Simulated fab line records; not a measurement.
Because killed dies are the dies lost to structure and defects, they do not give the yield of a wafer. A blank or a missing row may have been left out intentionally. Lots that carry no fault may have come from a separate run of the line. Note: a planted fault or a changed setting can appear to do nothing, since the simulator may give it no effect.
Lot-split experiment | flow n5Finfet | on a route of 1938 steps: 7 lots, 21 wafers read

SPLIT DETAILS
At N5_BEOL_M7_ETCH_41 (etches SiCN in CH3F/O2, target depth 31.9 nm, time 57.8 s), the setting sourceW was moved away from the recipe's 395 W on 11 of the 21 wafers read, by -14.0% to +16.8%. All remaining wafers had this setting at the recipe value.

The split's own step is where the reading is taken.

THE READING
rfVppV, in V, at N5_BEOL_M7_ETCH_41 (etches SiCN in CH3F/O2, target depth 31.9 nm, time 57.8 s). A value of 297.3 V with a standard deviation of 1.4 V is what fault-free wafers of this fab line usually give.

wafer  | tool, chamber at the split | sourceW as run, W | against the recipe | rfVppV, V | against lot-mates on the recipe
L076.1 | rieDiel-05, 3              | 339.8             | -14.0%             | 311.7     | +13.8
L076.3 | rieDiel-05, 2              | 339.8             | -14.0%             | 313.8     | +15.9
L076.6 | rieDiel-05, 2              | 395               | recipe             | 297.9     | -
L078.2 | rieDiel-05, 3              | 395               | recipe             | 295.7     | -
L078.3 | rieDiel-05, 1              | 395               | recipe             | 295.4     | -
L078.6 | rieDiel-05, 2              | 395               | recipe             | 298.0     | -
L080.1 | rieDiel-04, 0              | 440.3             | +11.5%             | 285.0     | -11.7
L080.5 | rieDiel-04, 2              | 395               | recipe             | 296.5     | -
L080.6 | rieDiel-04, 3              | 395               | recipe             | 296.9     | -
L086.1 | rieDiel-06, 2              | 395               | recipe             | 299.7     | -
L086.4 | rieDiel-06, 3              | 395               | recipe             | 298.7     | -
L086.6 | rieDiel-06, 2              | 456               | +15.4%             | 284.8     | -14.4
L085.1 | rieDiel-06, 3              | 353.4             | -10.5%             | 310.3     | no lot-mate on the recipe
L085.2 | rieDiel-06, 1              | 353.4             | -10.5%             | 307.2     | no lot-mate on the recipe
L085.4 | rieDiel-06, 2              | 353.4             | -10.5%             | 310.1     | no lot-mate on the recipe
L093.2 | rieDiel-05, 2              | 444               | +12.4%             | 286.1     | -9.5
L093.5 | rieDiel-05, 2              | 444               | +12.4%             | 287.9     | -7.7
L093.6 | rieDiel-05, 1              | 395               | recipe             | 295.6     | -
L094.1 | rieDiel-05, 1              | 461.5             | +16.8%             | 280.2     | -18.7
L094.4 | rieDiel-05, 0              | 395               | recipe             | 298.9     | -
L094.6 | rieDiel-05, 2              | 461.5             | +16.8%             | 281.5     | -17.4

THE FIT
A straight line over all 21 wafers: rfVppV changes by -1 V for each +1% of sourceW; r = -0.99; the points scatter about the line by 1.6 V.
The same after taking each lot's own level away (the mean of its wafers on the recipe; 18 wafers): -0.988 V for each +1%; r = -0.99; scatter 1.6 V.
That fit puts the effect of the largest move of sourceW on the reading at 17 V.
The span of the lots' own levels, 295.60 to 299.20 V, comes to 2.6 times the standard deviation stated above.
Consequently the slope shifts little with the lot-to-lot level, the two slopes agreeing.
Check: with one of the wafers moved furthest among these (+16.8%) left out of the fit, the line predicts -15.7 V for it against its lot-mates. It came out at -18.7 V against them.
Tool readings at the split's step, against how far the setting was moved: rfVppV r = -0.99.

OTHER SPLITS APPLIED TO THESE WAFERS
Other splits were also applied to these wafers ahead of the reading. Each is held against what the fit with the lots' levels taken away leaves over:
other split on the same wafers  | wafers away from the commonest value | r with rfVppV (lot level and that fit taken away)
N5_BEOL_M4_TRENCH_ETCH_37 biasW | 4                                    | -0.07
N5_BEOL_M5_COAT_22 spinRpm      | 9                                    | -0.18
N5_BEOL_M5_DEP_56 timeS         | 5                                    | -0.37
N5_BEOL_M6_EXPOSE_25 doseMj     | 9                                    | -0.11
N5_BEOL_M7_DESCUM_33 timeS      | 7                                    | +0.05

THE WHOLE CHAIN: every reading that the file lists as answering this split, in the file's order
step               | what it does                                              | reading                                                       | change (the file's fit)                | r (the file's)
N5_BEOL_M7_ETCH_41 | etches SiCN in CH3F/O2, target depth 31.9 nm, time 57.8 s | rfVppV                                                        | -0.971 V for each +1% of the setting   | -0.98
N5_BEOL_M7_ETCH_41 | etches SiCN in CH3F/O2, target depth 31.9 nm, time 57.8 s | etch.depthNm (the simulator's own value, which no gauge read) | +0.0906 nm for each +1% of the setting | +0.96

FILE'S OWN FIT
rfVppV changes by -0.971 V for each +1% of sourceW, r = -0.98.
